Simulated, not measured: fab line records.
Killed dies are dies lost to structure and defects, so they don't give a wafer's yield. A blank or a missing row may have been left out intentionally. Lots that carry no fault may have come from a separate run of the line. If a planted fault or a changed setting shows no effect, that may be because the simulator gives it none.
Matching of chambers	flow n5_finfet	N5_BEOL_M8_ETCH_62 on rie_diel-01 has 4 sister chambers
The step etches SOC in N2/H2, target depth 110 nm, overetch 22 nm, time 165 s. 4 wafers are shown with their chamber, then 9 later ones without.

WAFERS WITH THEIR CHAMBER
wafer	chamber	drypump_motor_current_A (A)
L077.3	1	5.3
L090.2	0	5.2
L091.3	2	5.6
L091.6	3	6.2

WAFERS MISSING THEIR CHAMBER
wafer	drypump_motor_current_A (A)
L092.2	5.2
L092.3	5.3
L092.5	5.6
L093.2	6.1
L093.5	6.1
L093.6	5.2
L094.2	6.2
L094.4	5.2
L094.5	6.2

WHICH CHAMBER EACH WENT THROUGH
wafer	from the rows above	in truth
L092.2	0	0
L092.3	1	1
L092.5	2	2
L093.2	3	3
L093.5	3	3
L093.6	0	0
L094.2	3	3
L094.4	0	0
L094.5	3	3
Correctly placed: 9 of 9. Can't be placed from these rows: 0. 0 placed wrongly.
How it was worked out, from the rows above alone: a wafer's distance from a chamber is the root of the sum, over the readings, of the square of ((its reading less the chamber's mean) divided by the reading's scatter). If the next closest chamber is less than 2 further off than the closest, the wafer can't be placed; otherwise it belongs to the closest. For every chamber, the mean is computed from those of its wafers that are shown. The scatter: with one shown wafer a chamber, the root of the mean of the squares of how far each hidden wafer lies from its nearest shown one.
